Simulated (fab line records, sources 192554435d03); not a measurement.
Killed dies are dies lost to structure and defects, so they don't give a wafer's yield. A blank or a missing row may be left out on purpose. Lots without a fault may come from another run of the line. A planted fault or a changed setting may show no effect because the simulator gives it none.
fab line records | flow n5_finfet
record lots=4 wafers=12 last_day=19
route steps=1938 shown PMOS_HMC_CHANNEL_EPI@86 FIN_SAQP@90 BEOL_M4@1111 PASSIVATION@1936
lots that met no fault: from a run of the same line without faults
start_h: hours from the record's first day to the start of the lot's first wafer shown | wait_h: hours since the lot's step before | " the same as in the row above | L1.1+2: a row that stands for several wafers | - no value, or no start given | * or withheld: withheld | < > ~ a bound
route shown NAME@n: a module of which the file shows steps, and the number in the route of the first | usual: mean/standard deviation of fault-free wafers | same: alike in all rows | chamber/n: place in a boat | sites: the reading at each site | _std_site: their standard deviation | _edge_site: outer sites' mean less inner sites' | radius_mm: how far each site lies from the wafer's centre | mask NAME#n: copy n | behind: the tool/chamber that last shaped the wafer | hold: why the lot was held/for how many hours/how that ended | device: the transistor (n, p or np) that didn't switch | end of line: the same wafers' tests at the end of the route | a step without rows: its recipe alone | killed: dies lost to structure and defects at the first sort, not the wafer's yield | map: a wafer's dies, x killed, . not, _ none there
set.NAME: the setting as run; set.NAME@STEP: as run at that earlier step | model.NAME: the simulator's own value behind a step, which no gauge read
lots at some steps of the route; a table a step, a row a wafer
services: from which hour (start_h, from the record's first day; less than 0 if before it) a tool's chamber was out of use, for how many hours, and why
## steps
# step N5_PMOS_HMC_CHANNEL_EPI_SRD_25
# recipe dry=ipa_marangoni do_ppb=5 time_s=30 temp_c=23 rinse_liquid=diw
# step N5_PMOS_HMC_CHANNEL_EPI_EPI_26
# recipe material=Si target_thk_a=38 temp_c=650 precursor=SiH4/H2 pressure_torr=20 time_s=22.7
# step N5_FIN_SAQP_PRECLEAN_42
# recipe chemistry=O3/DIW time_s=60 temp_c=22 o3_ppm=10
# step N5_FIN_SAQP_PRECLEAN_00
# recipe chemistry=SC1 time_s=60 temp_c=55 mix=1:2:50
# step N5_FIN_SAQP_PRECLEAN_44
# recipe chemistry=SC2 time_s=45 temp_c=35 mix=1:1:50
# step N5_FIN_SAQP_SRD_01
# recipe dry=ipa_marangoni time_s=30 temp_c=23 rinse_liquid=diw
# step N5_FIN_SAQP_ALD_61
# recipe material=SiO2 target_thk_a=40 temp_c=300 ald_precursor_family=BDEAS ald_co_reactant=O2-plasma pulse_time_s=1 purge_time_s=2 co_reactant_purge_time_s=2 ald_cycles=43 pressure_torr=2
# step N5_FIN_SAQP_DENSIFY_62
# recipe temp_c=700 time_s=60 ambient=N2 idle_temp_c=600 ramp_up_c_per_s=150 ramp_down_c_per_s=60 cool_to_c=600
# step N5_FIN_SAQP_HM_DEP_03
# recipe material=SiNx target_thk_a=380 temp_c=400 precursor=SiH4/NH3/N2 pressure_torr=1.5 rf_w=300 time_s=33.6
# step N5_FIN_SAQP_PECVD_47
# recipe material=a-Si target_thk_a=450 temp_c=400 precursor=SiH4/He pressure_torr=3 rf_w=100 time_s=36.3
# usual chamber_pressure_Torr=3.000/0.0071 heater_power_outer_w=532/67 heater_power_w=850/100 showerhead_plenum_p_Torr=5.65/0.053 showerhead_vpp_V=621/23 throttle_valve_pct=18.1/1.2
# columns lot.wafer tool chamber start_h wait_h chamber_pressure_Torr heater_power_outer_w heater_power_w showerhead_plenum_p_Torr showerhead_vpp_V throttle_valve_pct
L711.1 pecvd-01 2 56.93 0.0 3.006 495 855 5.59 620 17.0
L711.4 " 0 " " 2.996 544 861 5.58 596 19.2
L711.6 " 2 " " 3.003 485 860 5.59 614 17.0
L721.1 pecvd-02 1 117.11 0.0 - - - - - -
L721.3 " 2 " " - - - - - -
L721.6 " 0 " " - - - - - -
L722.3 pecvd-01 1 122.83 0.1 - - - - - -
L722.5 " 1 " " - - - - - -
L722.6 " 2 " " - - - - - -
L724.2 pecvd-01 2 135.17 0.0 3.001 511 870 5.56 637 17.3
L724.3 " 0 " " 2.997 536 821 5.58 607 19.4
L724.4 " 1 " " 3.004 570 908 5.74 641 18.5
# step N5_FIN_SAQP_PECVD_48
# recipe material=SiNx target_thk_a=250 temp_c=400 precursor=SiH4/NH3/N2 pressure_torr=1.5 rf_w=300 time_s=22.1
# step N5_FIN_SAQP_PECVD_06
# recipe material=a-Si target_thk_a=600 temp_c=400 precursor=SiH4/He pressure_torr=3 rf_w=100 time_s=48.1
# step N5_FIN_SAQP_HM_DEP_72
# recipe material=SiO2 target_thk_a=120 temp_c=400 precursor=SiH4/N2O pressure_torr=0.75 rf_w=275 time_s=7.2
# step N5_FIN_SAQP_COAT_49
# recipe resist=SOC temp_c=250 time_s=60 spin_rpm=1500 resist_thk_nm=100
# step N5_FIN_SAQP_COAT_50
# recipe resist=SiARC temp_c=220 time_s=60 spin_rpm=1500 resist_thk_nm=35
# step N5_FIN_SAQP_COAT_10
# recipe resist=CAR-ArF spin_rpm=1500 resist_thk_nm=90
# step N5_FIN_SAQP_EBR_12
# recipe solvent=PGMEA ebr_width_mm=1.5
# step N5_FIN_SAQP_SOFTBAKE_11
# recipe temp_c=110 time_s=60 resist=CAR-ArF
# step N5_FIN_SAQP_EXPOSE_13
# recipe mask_id=FIN_CORE na=1.35 source_shape=dipole sigma_inner=0.538 sigma_outer=0.738 polarization=te target_cd_nm=35.6 dose_mj=63.25
# step N5_FIN_SAQP_PEB_14
# recipe peb_temp_c=withheld peb_time_s=60 resist=CAR-ArF
# step N5_FIN_SAQP_DEVELOP_15
# recipe develop_time_s=30 developer=TMAH resist=CAR-ArF dev_temp_c=23 rinse_liquid=diw dry=air_spin
# step N5_FIN_SAQP_DESCUM_21
# recipe chemistry=O2 time_s=7.9 source_power_w=50 bias_power_w=20 pressure_mtorr=20 rf_frequency_hz=2.712e+07 temp_c=40 resist=CAR-ArF o2_flow_sccm=225
# step N5_FIN_SAQP_ETCH_51
# recipe chemistry=CF4 target=SiARC target_depth_a=455 mask_material=CAR-ArF time_s=75.8 ion_energy_ev=80 pressure_mtorr=40 source_w=545 bias_w=36 Ar_flow_sccm=100 cf4_flow_sccm=100 ends=cleared
# step N5_FIN_SAQP_ETCH_52
# recipe chemistry=N2/H2 target=SOC target_depth_a=1000 overetch_a=200 mask_material=SiARC temp_c=40 time_s=150 ion_energy_ev=200 pressure_mtorr=30 source_w=840 bias_w=150 n2_flow_sccm=200 h2_flow_sccm=200 ends=end_point
# step N5_FIN_SAQP_STRIP_53
# recipe chemistry=N2/H2 temp_c=40 n2_flow_sccm=200 h2_flow_sccm=200 rf_frequency_hz=6e+07
# step N5_FIN_SAQP_HM_OPEN_73
# recipe chemistry=CHF3/O2 target=SiO2 stop_on=a-Si target_depth_a=120 over_etch_frac=1.8 mask_material=SOC time_s=16.8 pressure_mtorr=30 source_w=650 bias_w=170 Ar_flow_sccm=200 CHF3_flow_sccm=50 O2_flow_sccm=5 ion_energy_ev=200 ends=end_point
# step N5_FIN_SAQP_STRIP_74
# recipe chemistry=CHF3/O2 resist=SiARC rf_frequency_hz=6e+07
# step N5_FIN_SAQP_MANDREL_ETCH_22
# recipe target_depth_a=600 chemistry=HBr/Cl2 target=a-Si stop_on=SiNx bt_time_s=10 over_etch_frac=0.5 time_s=30 pressure_mtorr=10 icp_w=800 bias_w=75 HBr_flow_sccm=150 Cl2_flow_sccm=80 ends=end_point
# step N5_FIN_SAQP_STRIP_55
# recipe chemistry=N2/H2 power_w=500 temp_c=40 pressure_mtorr=50 rf_frequency_hz=6e+07 overash_fraction=0.3 bias_power_w=28 h2_frac=0.5 n2_flow_sccm=300 h2_flow_sccm=300
# step N5_FIN_SAQP_STRIP_23
# recipe chemistry=SPM time_s=750 temp_c=130 h2so4_h2o2_vol_ratio=4
# step N5_FIN_SAQP_SRD_66
# recipe dry=ipa_marangoni time_s=30 temp_c=23 rinse_liquid=diw
# step N5_FIN_SAQP_RECESS_75
# recipe chemistry=HF/NH3 target=SiO2 target_depth_a=144 afs_cycles=3 temp_c=30 sublimation_temp_c=180 sublimation_time_s=60
# step N5_FIN_SAQP_SPACER1_ALD_24
# recipe material=SiO2 target_thk_a=203 temp_c=300 ald_precursor_family=BDEAS ald_co_reactant=O2-plasma pulse_time_s=1 purge_time_s=2 co_reactant_purge_time_s=2 ald_cycles=218 pressure_torr=2
# step N5_FIN_SAQP_SPACER1_ETCHBACK_25
# recipe chemistry=CHF3/O2 mode=anisotropic_etchback target=SiO2 target_depth_a=244 time_s=12.2 pressure_mtorr=30 source_w=650 bias_w=170 Ar_flow_sccm=200 CHF3_flow_sccm=50 O2_flow_sccm=5 ion_energy_ev=200
# step N5_FIN_SAQP_MANDREL1_REMOVE_56
# recipe chemistry=HBr/Cl2/O2 bt_time_s=10 target=a-Si stop_on=SiNx endpoint=OES-SiCl over_etch_frac=1 icp_w=600 bias_w=22 HBr_flow_sccm=150 Cl2_flow_sccm=80 O2_flow_sccm=5 pressure_mtorr=10
# step N5_FIN_SAQP_MANDREL_ETCH_58
# recipe chemistry=HBr/Cl2 target=a-Si target_depth_a=450 bt_time_s=10 stop_on=SiNx mask_material=SiO2 over_etch_frac=0.8 time_s=27 pressure_mtorr=10 icp_w=800 bias_w=75 HBr_flow_sccm=150 Cl2_flow_sccm=80 ends=end_point
# usual bias_w=75.00/0.23 drypump_motor_current_A=5.7/0.43 mfc_cl2_sccm=80.00/0.26 oes_product_au=0.701/0.012 throttle_valve_pct=35.5/0.34
# same over_etch_frac=0.8
# columns lot.wafer tool chamber start_h wait_h bias_w drypump_motor_current_A mfc_cl2_sccm oes_product_au rf_hours_counter_h throttle_valve_pct model.etch.depth_nm
L711.1 rie_si-01 2 61.54 0.0 74.90 6.1 79.86 0.690 2 35.5 45.29
L711.4 " 2 " " 75.00 6.0 79.89 0.697 - 35.5 45.67
L711.6 " 1 " " 74.95 5.7 80.25 0.714 - 35.9 45.33
L721.1 rie_si-01 1 119.95 0.0 74.70 5.7 80.23 0.331 12 36.7 0
L721.3 " 0 " " 74.88 5.4 79.65 0.320 6 36.6 0
L721.6 " 3 " " 74.97 5.8 80.24 0.327 - 35.7 0
L722.3 rie_si-02 0 126.53 0.0 75.31 5.9 80.03 0.319 147 36.1 0
L722.5 " 2 " " 75.23 5.3 79.85 0.319 - 35.9 0
L722.6 " 1 " " 74.84 5.9 80.06 0.325 - 36.5 0
L724.2 rie_si-04 1 138.25 0.0 74.92 5.6 80.03 0.691 37 36.1 44.54
L724.3 " 3 " " 75.03 6.4 80.14 0.676 144 35.7 44.32
L724.4 " 2 " " 75.03 5.2 79.56 0.712 130 35.6 44.26
# step N5_FIN_SAQP_MANDREL2_REMOVE_60
# recipe chemistry=HBr/Cl2/O2 bt_time_s=10 target=a-Si stop_on=SiNx endpoint=OES-SiCl over_etch_frac=1 icp_w=600 bias_w=22 HBr_flow_sccm=150 Cl2_flow_sccm=80 O2_flow_sccm=5 pressure_mtorr=10
# usual bias_w=21.99/0.069 drypump_motor_current_A=5.6/0.44 mfc_cl2_sccm=80.03/0.23 oes_o_777_au=0.99/0.059 oes_product_au=1.000/0.017 throttle_valve_pct=36.6/0.36
# same over_etch_frac=1
# columns lot.wafer tool chamber start_h wait_h bias_w drypump_motor_current_A mfc_cl2_sccm oes_o_777_au oes_product_au rf_hours_counter_h throttle_valve_pct model.FIN_SAQP.cd_nm
L711.1 rie_si-01 3 67.24 0.1 22.02 5.8 79.88 1.12 1.031 106 36.1 8.2
L711.4 " 3 " " 22.07 5.8 79.95 1.11 1.027 - 36.1 8.2
L711.6 " 1 " " 22.05 5.7 79.86 0.98 0.994 - 37.1 8
L721.1 rie_si-04 0 121.20 0.1 21.94 6.1 80.16 1.01 0.991 110 36.9 20.6
L721.3 " 3 " " 22.01 6.4 80.26 0.95 0.971 144 36.8 20.6
L721.6 " 2 " " 21.96 5.2 80.05 1.00 1.021 - 36.8 20.8
L722.3 rie_si-02 2 127.87 0.1 21.94 5.3 80.14 1.07 1.013 75 36.3 20.6
L722.5 " 3 " " 21.91 4.8 79.79 0.97 0.978 - 36.1 20.2
L722.6 " 2 " " 21.93 5.3 79.83 1.06 0.997 - 36.3 20.6
L724.2 rie_si-02 1 139.50 0.1 21.90 5.9 80.19 0.90 0.994 62 36.9 8
L724.3 " 0 " " 22.02 5.9 79.84 0.95 0.999 147 36.5 8
L724.4 " 3 " " 21.92 4.8 79.92 0.96 0.975 78 36.1 8
# step N5_FIN_SAQP_CD_MEAS_31
# recipe target_cd_nm=8 landing_energy_ev=1000 detector=se_inlens polarity=line
# usual cd_nm=8.10/0.23
# columns lot.wafer tool chamber start_h wait_h cd_nm
L711.1 cd_sem-03 0 67.35 0.1 8.43
L711.4 " 0 " " 8.34
L711.6 " 0 " " 8.36
L721.1 cd_sem-01 0 121.31 0.1 -
L721.3 " 0 " " -
L721.6 " 0 " " -
L722.3 cd_sem-01 0 127.98 0.1 -
L722.5 " 0 " " -
L722.6 " 0 " " -
L724.2 cd_sem-02 0 139.61 0.1 8.20
L724.3 " 0 " " 7.94
L724.4 " 0 " " 8.13
# step N5_FIN_SAQP_ETCH_34
# recipe chemistry=C4F6/O2 target=SiO2 target_depth_a=450 time_s=15 ion_energy_ev=250 pressure_mtorr=30 source_w=345 bias_w=185 Ar_flow_sccm=300 C4F6_flow_sccm=10 O2_flow_sccm=10 ends=cleared
# usual bias_w=185.0/0.59 drypump_motor_current_A=5.7/0.6 etch_rf_on_time_s=15.10/0.29 oes_o_777_au=0.77/0.087 oes_product_au=0.67/0.073 rf_vpp_V=669/23 showerhead_plenum_p_Torr=2.87/0.056 throttle_valve_pct=20.89/0.23
# columns lot.wafer tool chamber start_h wait_h bias_w drypump_motor_current_A etch_rf_on_time_s oes_o_777_au oes_product_au rf_hours_counter_h rf_vpp_V showerhead_plenum_p_Torr throttle_valve_pct model.FIN_SAQP.cd_nm
L711.1 rie_diel-05 3 67.47 0.0 186.1 5.3 15.39 0.65 0.56 241 689 2.81 21.14 8
L711.4 " 1 " " 186.4 6.4 15.37 0.90 0.80 7 642 2.82 20.73 8.2
L711.6 " 1 " " 186.1 6.4 15.44 0.90 0.78 - 643 2.82 20.72 8.2
L721.1 rie_diel-04 3 121.43 0.0 185.6 6.6 15.12 0.76 0.62 191 632 2.92 20.70 21
L721.3 " 2 " " 184.8 4.9 15.64 0.69 0.64 123 692 2.87 20.70 20.6
L721.6 " 3 " " 186.2 6.6 15.11 0.77 0.62 - 630 2.92 20.70 21
L722.3 rie_diel-04 0 128.10 0.0 185.2 5.8 15.12 0.68 0.58 214 671 2.85 21.11 20.6
L722.5 " 2 " " 183.9 4.9 15.67 0.68 0.63 - 691 2.87 20.69 20.2
L722.6 " 1 " " 185.4 6.4 14.55 0.86 0.79 - 692 2.92 21.13 20.6
L724.2 rie_diel-05 0 139.73 0.0 185.0 5.3 15.17 0.78 0.69 90 669 2.87 20.90 8.4
L724.3 " 3 " " 184.7 5.3 15.27 0.95 0.82 6 688 2.80 20.77 8.2
L724.4 " 1 " " 184.4 6.5 15.31 0.87 0.75 22 642 2.81 20.75 8.2
# step N5_BEOL_M4_RC_MEAS_101
# usual DIBL_N=37.1/2.6 DIBL_P=38/3 IOFF_N=0.18/0.052 IOFF_P=0.25/0.06 ION_N=678/15 ION_P=467/8.6 SS_N=71.7/0.73 SS_P=73.7/0.89 VT_N=249/4.3 VT_P=-248/3.8
# columns lot.wafer tool chamber start_h wait_h DIBL_N[mV/V] DIBL_P[mV/V] IOFF_N[nA/um] IOFF_P[nA/um] ION_N[uA/um] ION_P[uA/um] SS_N[mV/dec] SS_P[mV/dec] VT_N[mV] VT_P[mV]
L711.1 prober-01 0 265.52 0.0 38.1 38 0.18 0.26 686 476 71.7 73.7 249 -244
L711.4 " 0 " " 38.1 39 0.19 0.29 681 483 71.9 73.8 244 -241
L711.6 " 0 " " 37.8 39 0.19 0.29 697 486 71.2 73.8 247 -244
L724.2 prober-01 0 348.81 0.2 38.7 41 0.21 0.26 686 463 72.1 74.4 248 -248
L724.3 " 0 " " 38.3 40 0.20 0.23 684 463 71.8 74.2 245 -250
L724.4 " 0 " " 34.2 37 0.13 0.20 666 464 70.8 72.9 253 -252
# step N5_PASSIVATION_PROBE_49
# usual defect_limited_yield=91.4/1.4 killed_at_M0_to_M3=34/9.1 killed_at_M4_up=14/5.2 killed_at_contacts=12/6.4 killed_at_front_end=38/11 killed_at_other=3.7/2.8 killed_dies=102/17 killed_on_rim=14/3.9 killed_open=68/13 killed_short=32/7.8 sort_bin_5_function=5.1/1 sort_bin_6_memory=3.2/0.66 sort_bin_8_speed=0.1/0.92 sort_n_pass=1076/19 sort_yield_pct=91.2/1.6
# same gross_dies=1180 killed_at_back_side=0 sort_bin_4_leakage[%]=0
# columns lot.wafer tool chamber start_h wait_h defect_limited_yield[%] killed_at_M0_to_M3 killed_at_M4_up killed_at_contacts killed_at_front_end killed_at_other killed_dies killed_on_rim killed_open killed_short sort_bin_5_function[%] sort_bin_6_memory[%] sort_bin_8_speed[%] sort_n_pass sort_yield_pct[%]
L711.1 prober-02 - 363.42 0.0 92.2 27 10 11 42 2 92 15 60 27 4.4 3.1 0 1088 92.2
L711.4 prober-02 - 363.57 0.2 92.4 44 6 8 28 4 90 16 59 25 4.5 2.9 0.1 1090 92.4
L711.6 prober-02 - 363.67 0.3 93.1 25 11 14 31 1 82 15 64 17 3.6 3.3 0 1098 93.1
L722.3 prober-01 - 436.21 0.1 0 2 4 1 1171 2 1180 152 8 8 71.4 2.9 0 0 0
L722.5 prober-01 - 436.31 0.2 0 9 3 3 1165 0 1180 152 20 4 72.7 2.6 0 0 0
L722.6 prober-01 - 436.36 0.3 0 6 0 3 1171 0 1180 152 15 7 72.4 3.3 0 0 0
L721.1 prober-01 - 449.12 0.0 0 6 1 1 1171 1 1180 152 4 6 72.2 3.6 0 0 0
L721.3 prober-01 - 449.22 0.1 0 5 3 0 1172 0 1180 152 11 4 72.8 2.4 0 0 0
L721.6 prober-01 - 449.37 0.3 0 6 0 3 1170 1 1180 152 12 2 73.8 3.5 0 0 0
L724.2 prober-01 - 450.93 0.1 89.4 45 17 20 39 4 125 18 77 48 6.5 3.6 0 1055 89.4
L724.3 prober-01 - 450.98 0.1 91.2 48 7 12 34 3 104 17 59 45 5.3 3.5 0 1076 91.2
L724.4 prober-01 - 451.03 0.2 89.2 42 18 13 52 2 127 14 88 37 7.0 3.4 0 1053 89.2
# killed by level:class
L711.1 DUMMY_GATE:geometric_particle:open=16 MOL_CONTACT_COAG:geometric_particle:open=10 BEOL_M0_SAQP:geometric_particle:short=9 BEOL_M4:geometric_particle:open=8 FIN_SAQP:geometric_particle:short=6 BEOL_M3:geometric_particle:open=6 STI_FIN_REVEAL:geometric_particle:open=4 BEOL_M2:geometric_particle:open=4
L711.4 BEOL_M2:geometric_particle:open=11 BEOL_M1:geometric_particle:open=9 MOL_CONTACT_COAG:geometric_particle:open=8 BEOL_M0:geometric_particle:open=8 FIN_SAQP:geometric_particle:short=7 BEOL_M0_SAQP:geometric_particle:short=7 FIN_SAQP:geometric_particle:open=4 STI_FIN_REVEAL:geometric_particle:open=4
L711.6 MOL_CONTACT_COAG:geometric_particle:open=12 BEOL_M3:geometric_particle:open=8 STI_FIN_REVEAL:geometric_particle:open=6 DUMMY_GATE:geometric_particle:open=6 BEOL_M0:geometric_particle:open=5 BEOL_M4:geometric_particle:open=5 FIN_SAQP:geometric_particle:short=3 GATE_CUT:geometric_particle:short=3
L722.3 FIN_SAQP:lost_pattern=1161 FIN_SAQP:geometric_particle:open=3 FIN_SAQP:area_pecvd=3 BEOL_M4:geometric_particle:open=2 PAD_METAL:geometric_particle:short=2 FIN_SAQP:geometric_particle:short=1 STARTING-WAFER:geometric_particle:open=1 ILD0:geometric_particle:short=1
L722.5 FIN_SAQP:lost_pattern=1153 FIN_SAQP:geometric_particle:open=5 STI_FIN_REVEAL:geometric_particle:open=2 MOL_CONTACT_COAG:geometric_particle:open=2 BEOL_M0_SAQP:geometric_particle:open=2 BEOL_M0_SAQP:geometric_particle:short=2 BEOL_M3:geometric_particle:open=2 BEOL_M4:geometric_particle:open=2
L722.6 FIN_SAQP:lost_pattern=1152 FIN_SAQP:geometric_particle:open=6 FIN_SAQP:area_pecvd=6 BEOL_M3:geometric_particle:open=4 FIN_SAQP:geometric_particle:short=3 MOL_CONTACT_COAG:geometric_particle:open=3 STI_FIN_REVEAL:geometric_particle:short=1 DUMMY_GATE:geometric_particle:short=1
L721.1 FIN_SAQP:lost_pattern=1162 FIN_SAQP:area_pecvd=8 BEOL_M0_SAQP:geometric_particle:short=3 BEOL_M0_SAQP:geometric_particle:open=2 DUMMY_GATE:geometric_particle:short=1 PAD_METAL:geometric_particle:open=1 MOL_CONTACT_COAG:geometric_particle:short=1 BEOL_M2:geometric_particle:short=1
L721.3 FIN_SAQP:lost_pattern=1159 FIN_SAQP:area_pecvd=6 STI_FIN_REVEAL:geometric_particle:open=3 BEOL_M0_SAQP:geometric_particle:open=2 BEOL_M2:geometric_particle:open=2 BEOL_M4:geometric_particle:open=2 STARTING-WAFER:geometric_particle:short=2 GATE_CUT:geometric_particle:short=1
L721.6 FIN_SAQP:lost_pattern=1161 BEOL_M0_SAQP:geometric_particle:open=5 FIN_SAQP:area_pecvd=5 MOL_CONTACT_COAG:geometric_particle:open=3 STI_FIN_REVEAL:geometric_particle:open=1 DUMMY_GATE:geometric_particle:open=1 SPACER0:geometric_particle:short=1 GATE_CUT:geometric_particle:short=1
L724.2 FIN_SAQP:geometric_particle:short=15 MOL_CONTACT_COAG:geometric_particle:open=13 BEOL_M3:geometric_particle:open=10 BEOL_M4:geometric_particle:open=8 BEOL_M2:geometric_particle:open=8 MOL_CONTACT_COAG:geometric_particle:short=7 BEOL_M0_SAQP:geometric_particle:open=7 BEOL_M0_SAQP:geometric_particle:short=6
L724.3 BEOL_M0_SAQP:geometric_particle:short=16 MOL_CONTACT_COAG:geometric_particle:open=11 FIN_SAQP:geometric_particle:short=10 BEOL_M3:geometric_particle:open=9 FIN_SAQP:geometric_particle:open=7 BEOL_M0_SAQP:geometric_particle:open=6 BEOL_M1:geometric_particle:open=6 GATE_CUT:geometric_particle:short=5
L724.4 MOL_CONTACT_COAG:geometric_particle:open=13 BEOL_M2:geometric_particle:open=12 DUMMY_GATE:geometric_particle:open=10 FIN_SAQP:geometric_particle:open=9 FIN_SAQP:geometric_particle:short=9 BEOL_M0_SAQP:geometric_particle:open=8 BEOL_M3:geometric_particle:open=8 BEOL_M4:geometric_particle:open=8
# map L721.1 (x killed, . not)
_________________xxxxxxxxxxxx________________
______________xxxxxxxxxxxxxxxxxx_____________
___________xxxxxxxxxxxxxxxxxxxxxxxx__________
__________xxxxxxxxxxxxxxxxxxxxxxxxxx_________
________xxxxxxxxxxxxxxxxxxxxxxxxxxxxxx_______
_______xxxxxxxxxxxxxxxxxxxxxxxxxxxxxxxx______
______xxxxxxxxxxxxxxxxxxxxxxxxxxxxxxxxxx_____
_____xxxxxxxxxxxxxxxxxxxxxxxxxxxxxxxxxxxx____
____xxxxxxxxxxxxxxxxxxxxxxxxxxxxxxxxxxxxxx___
___xxxxxxxxxxxxxxxxxxxxxxxxxxxxxxxxxxxxxxxx__
___xxxxxxxxxxxxxxxxxxxxxxxxxxxxxxxxxxxxxxxx__
__xxxxxxxxxxxxxxxxxxxxxxxxxxxxxxxxxxxxxxxxxx_
__xxxxxxxxxxxxxxxxxxxxxxxxxxxxxxxxxxxxxxxxxx_
_xxxxxxxxxxxxxxxxxxxxxxxxxxxxxxxxxxxxxxxxxxxx
_xxxxxxxxxxxxxxxxxxxxxxxxxxxxxxxxxxxxxxxxxxxx
_xxxxxxxxxxxxxxxxxxxxxxxxxxxxxxxxxxxxxxxxxxxx
_xxxxxxxxxxxxxxxxxxxxxxxxxxxxxxxxxxxxxxxxxxxx
_xxxxxxxxxxxxxxxxxxxxxxxxxxxxxxxxxxxxxxxxxxxx
_xxxxxxxxxxxxxxxxxxxxxxxxxxxxxxxxxxxxxxxxxxxx
_xxxxxxxxxxxxxxxxxxxxxxxxxxxxxxxxxxxxxxxxxxxx
_xxxxxxxxxxxxxxxxxxxxxxxxxxxxxxxxxxxxxxxxxxxx
__xxxxxxxxxxxxxxxxxxxxxxxxxxxxxxxxxxxxxxxxxx_
__xxxxxxxxxxxxxxxxxxxxxxxxxxxxxxxxxxxxxxxxxx_
___xxxxxxxxxxxxxxxxxxxxxxxxxxxxxxxxxxxxxxxx__
___xxxxxxxxxxxxxxxxxxxxxxxxxxxxxxxxxxxxxxxx__
____xxxxxxxxxxxxxxxxxxxxxxxxxxxxxxxxxxxxxx___
_____xxxxxxxxxxxxxxxxxxxxxxxxxxxxxxxxxxxx____
______xxxxxxxxxxxxxxxxxxxxxxxxxxxxxxxxxx_____
_______xxxxxxxxxxxxxxxxxxxxxxxxxxxxxxxx______
________xxxxxxxxxxxxxxxxxxxxxxxxxxxxxx_______
__________xxxxxxxxxxxxxxxxxxxxxxxxxx_________
___________xxxxxxxxxxxxxxxxxxxxxxxx__________
______________xxxxxxxxxxxxxxxxxx_____________
_________________xxxxxxxxxxxx________________
# map L722.3 (x killed, . not)
_________________xxxxxxxxxxxx________________
______________xxxxxxxxxxxxxxxxxx_____________
___________xxxxxxxxxxxxxxxxxxxxxxxx__________
__________xxxxxxxxxxxxxxxxxxxxxxxxxx_________
________xxxxxxxxxxxxxxxxxxxxxxxxxxxxxx_______
_______xxxxxxxxxxxxxxxxxxxxxxxxxxxxxxxx______
______xxxxxxxxxxxxxxxxxxxxxxxxxxxxxxxxxx_____
_____xxxxxxxxxxxxxxxxxxxxxxxxxxxxxxxxxxxx____
____xxxxxxxxxxxxxxxxxxxxxxxxxxxxxxxxxxxxxx___
___xxxxxxxxxxxxxxxxxxxxxxxxxxxxxxxxxxxxxxxx__
___xxxxxxxxxxxxxxxxxxxxxxxxxxxxxxxxxxxxxxxx__
__xxxxxxxxxxxxxxxxxxxxxxxxxxxxxxxxxxxxxxxxxx_
__xxxxxxxxxxxxxxxxxxxxxxxxxxxxxxxxxxxxxxxxxx_
_xxxxxxxxxxxxxxxxxxxxxxxxxxxxxxxxxxxxxxxxxxxx
_xxxxxxxxxxxxxxxxxxxxxxxxxxxxxxxxxxxxxxxxxxxx
_xxxxxxxxxxxxxxxxxxxxxxxxxxxxxxxxxxxxxxxxxxxx
_xxxxxxxxxxxxxxxxxxxxxxxxxxxxxxxxxxxxxxxxxxxx
_xxxxxxxxxxxxxxxxxxxxxxxxxxxxxxxxxxxxxxxxxxxx
_xxxxxxxxxxxxxxxxxxxxxxxxxxxxxxxxxxxxxxxxxxxx
_xxxxxxxxxxxxxxxxxxxxxxxxxxxxxxxxxxxxxxxxxxxx
_xxxxxxxxxxxxxxxxxxxxxxxxxxxxxxxxxxxxxxxxxxxx
__xxxxxxxxxxxxxxxxxxxxxxxxxxxxxxxxxxxxxxxxxx_
__xxxxxxxxxxxxxxxxxxxxxxxxxxxxxxxxxxxxxxxxxx_
___xxxxxxxxxxxxxxxxxxxxxxxxxxxxxxxxxxxxxxxx__
___xxxxxxxxxxxxxxxxxxxxxxxxxxxxxxxxxxxxxxxx__
____xxxxxxxxxxxxxxxxxxxxxxxxxxxxxxxxxxxxxx___
_____xxxxxxxxxxxxxxxxxxxxxxxxxxxxxxxxxxxx____
______xxxxxxxxxxxxxxxxxxxxxxxxxxxxxxxxxx_____
_______xxxxxxxxxxxxxxxxxxxxxxxxxxxxxxxx______
________xxxxxxxxxxxxxxxxxxxxxxxxxxxxxx_______
__________xxxxxxxxxxxxxxxxxxxxxxxxxx_________
___________xxxxxxxxxxxxxxxxxxxxxxxx__________
______________xxxxxxxxxxxxxxxxxx_____________
_________________xxxxxxxxxxxx________________
## services
# columns tool chamber start_h hours kind
rie_diel-04 1 39.67 - clean
rie_diel-04 1 39.67 - consumable_replace:focus_ring
rie_diel-04 1 39.67 17.4 scheduled_down
rie_diel-04 1 39.67 17.4 vent_cycle
rie_diel-05 - 48.53 14.6 pm
rie_si-01 3 60.56 6.1 repair
rie_si-01 2 66.22 8.1 repair
pecvd-02 2 74.09 2.1 scheduled_down
pecvd-02 - 82.07 9.8 repair
rie_si-01 0 88.52 5.4 repair
pecvd-01 0 99.05 20.3 repair
rie_diel-05 3 105.73 - clean
rie_diel-05 3 105.73 - consumable_replace:focus_ring
rie_diel-05 3 105.73 15.2 scheduled_down
rie_diel-05 3 105.73 15.2 vent_cycle
pecvd-01 0 119.40 5.5 scheduled_down
rie_diel-04 0 130.04 8.7 repair
## key
first_sign step=N5_FIN_SAQP_PECVD_47 reading=tool_record direction=missing
effect step=N5_FIN_SAQP_MANDREL_ETCH_58 reading=oes_product_au direction=down sigmas=30 usual=0.701 struck=0.324
effect step=N5_FIN_SAQP_CD_MEAS_31 reading=cd_nm direction=missing
effect step=N5_PASSIVATION_PROBE_49 reading=killed_at_front_end direction=up sigmas=99 usual=38 struck=1170
model_effect step=N5_FIN_SAQP_MANDREL_ETCH_58 value=etch.depth_nm without=44.77 struck=0
model_effect step=N5_FIN_SAQP_MANDREL2_REMOVE_60 value=FIN_SAQP.cd_nm without=8.1 struck=20.57
model_effect step=N5_FIN_SAQP_ETCH_34 value=FIN_SAQP.cd_nm without=8.2 struck=20.67
met_at N5_FIN_SAQP_PECVD_47
struck_wafers L721.1,L721.3,L721.6,L722.3,L722.5,L722.6
later_rows_left_out L721.1,L721.3,L721.6,L722.3,L722.5,L722.6
onset_between 56.93 117.11
fault kind=skipped_step_whole tool=pecvd-01,pecvd-02 chamber=- onset_h=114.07 steps=N5_FIN_SAQP_PECVD_47 scope=struck_lots_only
# later_rows_left_out: the simulator's readings of these wafers behind a module that went badly wrong aren't trusted and aren't shown, but for the sort
